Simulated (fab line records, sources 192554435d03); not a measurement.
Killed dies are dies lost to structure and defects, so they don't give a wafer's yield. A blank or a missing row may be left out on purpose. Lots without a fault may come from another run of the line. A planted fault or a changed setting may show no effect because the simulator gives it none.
Which tool did it? | flow n5_finfet | 9 lots, 27 wafers sampled, at 5 steps of a route of 1938

WHAT THE GAUGES READ, wafer by wafer
N5_BEOL_M0_CUTY_CD_MEAS_57: target cd 200 nm. Usual: cd_nm 200.4 nm, standard deviation 0.89.
lot  | measured     | on        | cd_nm (nm)        | flag
L993 | day 5 19:35  | cd_sem-03 | 201.0 200.7 201.4 |
L996 | day 6 17:02  | cd_sem-03 | 200.2 200.3 200.1 |
L998 | day 7 01:44  | cd_sem-01 | 201.6 200.0 201.6 |
L100 | day 7 20:16  | cd_sem-02 | 201.0 200.2 201.1 |
L108 | day 9 19:28  | cd_sem-01 | 199.2 198.7 198.8 |
L110 | day 10 06:21 | cd_sem-02 | 201.2 201.7 201.4 |
L112 | day 10 14:53 | cd_sem-01 | 201.0 200.7 200.9 |
L115 | day 11 17:36 | cd_sem-03 | 199.4 200.9 200.0 |
L116 | day 11 22:15 | cd_sem-01 | 199.1 198.7 200.4 |

N5_BEOL_M4_RC_MEAS_101. Usual: DIBL_N 35.9 mV/V, standard deviation 1.2; DIBL_P 35.9 mV/V, standard deviation 1.4; IOFF_N 0.149 nA/um, standard deviation 0.02; IOFF_P 0.205 nA/um, standard deviation 0.022; ION_N 671 uA/um, standard deviation 8.8; ION_P 461 uA/um, standard deviation 5.9; SS_N 71.4 mV/dec, standard deviation 0.51; SS_P 73.2 mV/dec, standard deviation 0.56; VT_N 250.6 mV, standard deviation 2.5; VT_P -250.1 mV, standard deviation 2.3.
lot  | measured     | on        | DIBL_N (mV/V)  | DIBL_P (mV/V)  | IOFF_N (nA/um)    | IOFF_P (nA/um)    | ION_N (uA/um) | ION_P (uA/um) | SS_N (mV/dec)  | SS_P (mV/dec)  | VT_N (mV)         | VT_P (mV)            | flag
L993 | day 9 12:38  | prober-02 | 36.5 38.0 37.0 | 36.9 38.1 37.4 | 0.162 0.178 0.166 | 0.193 0.207 0.195 | 686 679 680   | 462 459 453   | 72.0 71.9 71.1 | 73.3 73.8 73.3 | 248.0 248.6 246.5 | -252.3 -251.2 -253.0 |
L996 | day 11 01:32 | prober-02 | 37.0 35.5 38.0 | 37.7 36.1 38.8 | 0.184 0.155 0.207 | 0.238 0.216 0.269 | 672 674 686   | 458 463 467   | 71.2 70.7 72.1 | 73.6 73.3 73.7 | 248.2 249.1 248.1 | -247.7 -250.2 -247.6 |
L998 | day 11 06:17 | prober-02 | 37.3 37.2 36.7 | 36.6 37.1 36.6 | 0.157 0.161 0.153 | 0.214 0.222 0.214 | 664 674 676   | 461 467 463   | 72.2 71.4 71.5 | 73.2 73.3 73.2 | 249.4 248.5 248.4 | -245.2 -248.9 -249.7 |
L100 | day 11 13:14 | prober-01 | 37.7 35.8 34.8 | 37.6 34.8 33.9 | 0.175 0.132 0.124 | 0.237 0.182 0.183 | 677 656 663   | 463 456 462   | 71.7 70.9 71.2 | 73.6 72.5 72.8 | 248.1 253.0 251.9 | -246.1 -252.9 -248.7 |
L108 | day 12 23:56 | prober-01 | 37.0 36.0 34.1 | 36.8 36.0 34.7 | 0.170 0.155 0.130 | 0.199 0.202 0.176 | 677 671 678   | 458 464 464   | 72.5 71.8 70.8 | 72.5 73.2 72.4 | 248.1 248.7 250.4 | -249.3 -251.8 -251.6 |
L110 | day 13 09:41 | prober-01 | 36.2 36.0 36.6 | 37.5 37.1 38.0 | 0.150 0.156 0.162 | 0.202 0.198 0.208 | 672 672 674   | 464 458 465   | 71.1 70.9 71.8 | 73.4 73.2 73.9 | 249.7 249.8 247.4 | -249.9 -249.9 -251.6 |
L112 | day 13 14:58 | prober-01 | 36.7 34.8 33.6 | 37.7 36.1 34.2 | 0.181 0.152 0.127 | 0.239 0.213 0.178 | 684 665 669   | 470 465 454   | 72.0 71.1 71.3 | 73.6 72.9 72.1 | 248.6 250.1 250.2 | -250.1 -251.6 -253.0 |
L115 | day 14 11:42 | prober-01 | 34.6 37.2 34.8 | 33.9 36.8 34.6 | 0.118 0.165 0.129 | 0.166 0.211 0.175 | 658 676 665   | 451 461 456   | 71.4 71.7 71.1 | 72.5 73.7 72.6 | 255.1 248.7 254.3 | -253.8 -246.3 -252.8 |
L116 | day 16 00:40 | prober-02 | 37.5 36.5 36.1 | 35.7 34.1 34.7 | 0.171 0.145 0.144 | 0.244 0.216 0.222 | 680 664 673   | 473 461 470   | 71.2 71.5 71.0 | 74.4 74.0 73.2 | 247.1 249.7 249.8 | -247.2 -248.4 -246.4 |

WHICH TOOL RAN EACH LOT (tool, then ch and the chambers of the sampled wafers, then the start)
lot  | N5_BEOL_M0_STRIP_140               | N5_BEOL_M0_STRIP_104               | N5_BEOL_M0_ETCH_128
L993 | rie_diel-05 ch 2,3, day 5 20:26    | rie_diel-05 ch 2,3, day 5 20:28    | rie_diel-06 ch 2,3, day 5 20:36
L996 | rie_diel-05 ch 1,3, day 6 20:35    | rie_diel-05 ch 1,3, day 6 20:37    | rie_diel-03 ch 0,2, day 6 21:05
L998 | rie_diel-03 ch 0,1,3, day 7 02:29  | rie_diel-03 ch 0,1,3, day 7 02:30  | rie_diel-06 ch 0,1, day 7 02:38
L100 | rie_diel-03 ch 0,2,3, day 7 22:24  | rie_diel-03 ch 0,2,3, day 7 22:25  | rie_diel-03 ch 0,1, day 7 23:04
L108 | rie_diel-06 ch 0,1,2, day 9 21:11  | rie_diel-06 ch 0,1,2, day 9 21:13  | rie_diel-05 ch 1,2,3, day 9 21:35
L110 | rie_diel-06 ch 1,2, day 10 12:46   | rie_diel-06 ch 1,2, day 10 12:47   | rie_diel-06 ch 1,2,3, day 10 14:11
L112 | rie_diel-03 ch 0,2,3, day 10 19:12 | rie_diel-03 ch 0,2,3, day 10 19:13 | rie_diel-06 ch 0,2,3, day 10 20:37
L115 | rie_diel-05 ch 1,3, day 11 20:08   | rie_diel-05 ch 1,3, day 11 20:10   | rie_diel-05 ch 2,3, day 11 20:17
L116 | rie_diel-03 ch 0,1,3, day 11 23:15 | rie_diel-03 ch 0,1,3, day 11 23:16 | rie_diel-05 ch 0,2,3, day 11 23:58
- N5_BEOL_M0_STRIP_140: strips in CF4.
- N5_BEOL_M0_STRIP_104: strips in N2/H2.
- N5_BEOL_M0_ETCH_128: etches SiCN in CF4/N2, target depth 12 nm, overetch 5.1 nm, time 21.4 s.

WHAT THE TOOLS THEMSELVES READ (means of the sampled wafers that have a number; where no wafer has one, the mark that the record gives instead)
N5_BEOL_M0_STRIP_140. Usual: bias_power_w 75.00 W, standard deviation 0.2; drypump_motor_current_A 5.6 A, standard deviation 0.41; oes_product_au 0.77 a.u., standard deviation 0.091; power_w 300.1 W, standard deviation 0.96; rf_vpp_V 270.5 V, standard deviation 1.6; showerhead_plenum_p_Torr 1.77 Torr, standard deviation 0.049; throttle_valve_pct 13.71 %, standard deviation 0.25.
lot  | tool        | bias_power_w (W) | drypump_motor_current_A (A) | oes_product_au (a.u.) | power_w (W) | rf_vpp_V (V) | showerhead_plenum_p_Torr (Torr) | throttle_valve_pct (%) | flag
L993 | rie_diel-05 | 75.20            | 5.7                         | 0.72                  | 299.3       | 271.4        | 1.78                            | 13.89                  |
L996 | rie_diel-05 | 75.05            | 5.8                         | 0.71                  | 299.3       | 270.1        | 1.76                            | 13.95                  |
L998 | rie_diel-03 | 75.08            | 5.5                         | 0.72                  | 299.0       | 270.4        | 1.76                            | 13.81                  |
L100 | rie_diel-03 | 75.10            | 5.6                         | 0.79                  | 300.2       | 271.5        | 1.80                            | 13.62                  |
L108 | rie_diel-06 | 74.94            | 5.7                         | 0.82                  | 300.8       | 270.7        | 1.76                            | 13.53                  |
L110 | rie_diel-06 | 74.90            | 5.7                         | 0.76                  | 299.9       | 271.0        | 1.75                            | 13.68                  |
L112 | rie_diel-03 | 75.11            | 5.6                         | 0.76                  | 300.1       | 270.9        | 1.80                            | 13.69                  |
L115 | rie_diel-05 | 75.12            | 5.8                         | 0.69                  | 300.0       | 270.7        | 1.75                            | 14.03                  |
L116 | rie_diel-03 | 75.05            | 5.5                         | 0.77                  | 300.0       | 269.4        | 1.75                            | 13.74                  |

N5_BEOL_M0_STRIP_104. Usual: bias_power_w 6.998 W, standard deviation 0.02; drypump_motor_current_A 5.6 A, standard deviation 0.41; oes_product_au 0.78 a.u., standard deviation 0.098; power_w 449.7 W, standard deviation 1.3; rf_vpp_V 59.0 V, standard deviation 1.8; showerhead_plenum_p_Torr 2.51 Torr, standard deviation 0.073; throttle_valve_pct 23.87 %, standard deviation 0.24.
lot  | tool        | bias_power_w (W) | drypump_motor_current_A (A) | oes_product_au (a.u.) | power_w (W) | rf_vpp_V (V) | showerhead_plenum_p_Torr (Torr) | throttle_valve_pct (%) | flag
L993 | rie_diel-05 | 7.007            | 5.7                         | 0.73                  | 450.1       | 60.7         | 2.53                            | 24.05                  |
L996 | rie_diel-05 | 6.999            | 5.8                         | 0.72                  | 449.2       | 58.4         | 2.48                            | 24.13                  |
L998 | rie_diel-03 | 6.995            | 5.5                         | 0.72                  | 450.2       | 59.7         | 2.49                            | 23.91                  |
L100 | rie_diel-03 | 7.008            | 5.6                         | 0.80                  | 427.5       | 60.0         | 2.55                            | 23.74                  | OFF
L108 | rie_diel-06 | 7.016            | 5.7                         | 0.84                  | 448.5       | 59.7         | 2.49                            | 23.72                  |
L110 | rie_diel-06 | 6.986            | 5.7                         | 0.77                  | 450.3       | 58.4         | 2.47                            | 23.78                  |
L112 | rie_diel-03 | 7.004            | 5.6                         | 0.76                  | 450.5       | 58.9         | 2.54                            | 23.80                  |
L115 | rie_diel-05 | 6.988            | 5.8                         | 0.70                  | 450.0       | 59.6         | 2.47                            | 24.17                  |
L116 | rie_diel-03 | 7.006            | 5.5                         | 0.77                  | 450.5       | 59.1         | 2.47                            | 23.87                  |

N5_BEOL_M0_ETCH_128. Usual: drypump_motor_current_A 5.6 A, standard deviation 0.39; oes_product_au 0.53 a.u., standard deviation 0.061; rf_vpp_V 381.9 V, standard deviation 1.8; showerhead_plenum_p_Torr 2.18 Torr, standard deviation 0.063; throttle_valve_pct 15.57 %, standard deviation 0.26.
lot  | tool        | drypump_motor_current_A (A) | oes_product_au (a.u.) | rf_vpp_V (V) | showerhead_plenum_p_Torr (Torr) | throttle_valve_pct (%) | flag
L993 | rie_diel-06 | 5.3                         | 0.55                  | 382.8        | 2.21                            | 15.45                  |
L996 | rie_diel-03 | 5.7                         | 0.57                  | 382.5        | 2.20                            | 15.50                  |
L998 | rie_diel-06 | 5.7                         | 0.51                  | 381.8        | 2.16                            | 15.69                  |
L100 | rie_diel-03 | 5.6                         | 0.51                  | 380.5        | 2.14                            | 15.73                  |
L108 | rie_diel-05 | 6.0                         | 0.49                  | 381.5        | 2.16                            | 15.74                  |
L110 | rie_diel-06 | 5.4                         | 0.58                  | 381.2        | 2.17                            | 15.47                  |
L112 | rie_diel-06 | 5.4                         | 0.62                  | 381.3        | 2.19                            | 15.36                  |
L115 | rie_diel-05 | 5.7                         | 0.48                  | 383.0        | 2.18                            | 15.81                  |
L116 | rie_diel-05 | 6.0                         | 0.52                  | 381.6        | 2.18                            | 15.50                  |

THE ANSWER, worked out from the rows above alone
Rule: a lot is off if the mean of its wafers that have a number lies more than 3 standard deviations from the usual mean. A lot without any number at a reading at which 4 lots or more have one is off too. The other lots that the step has rows for count as sound. The gauges are gone through in route order, then the tools' own readings, and for those a lot's mean is taken as printed above. The first step at which some lot is off is used, and at that step the reading that is off furthest; a lot without a number counts as furthest.
Off: L100, at N5_BEOL_M0_STRIP_104 (power_w).
A tool fits if, at that step or a process step before it, it ran every lot that is off, and no sound lot after the first of them. None of those tried fits.

WHAT THE SIMULATOR HAD PUT IN
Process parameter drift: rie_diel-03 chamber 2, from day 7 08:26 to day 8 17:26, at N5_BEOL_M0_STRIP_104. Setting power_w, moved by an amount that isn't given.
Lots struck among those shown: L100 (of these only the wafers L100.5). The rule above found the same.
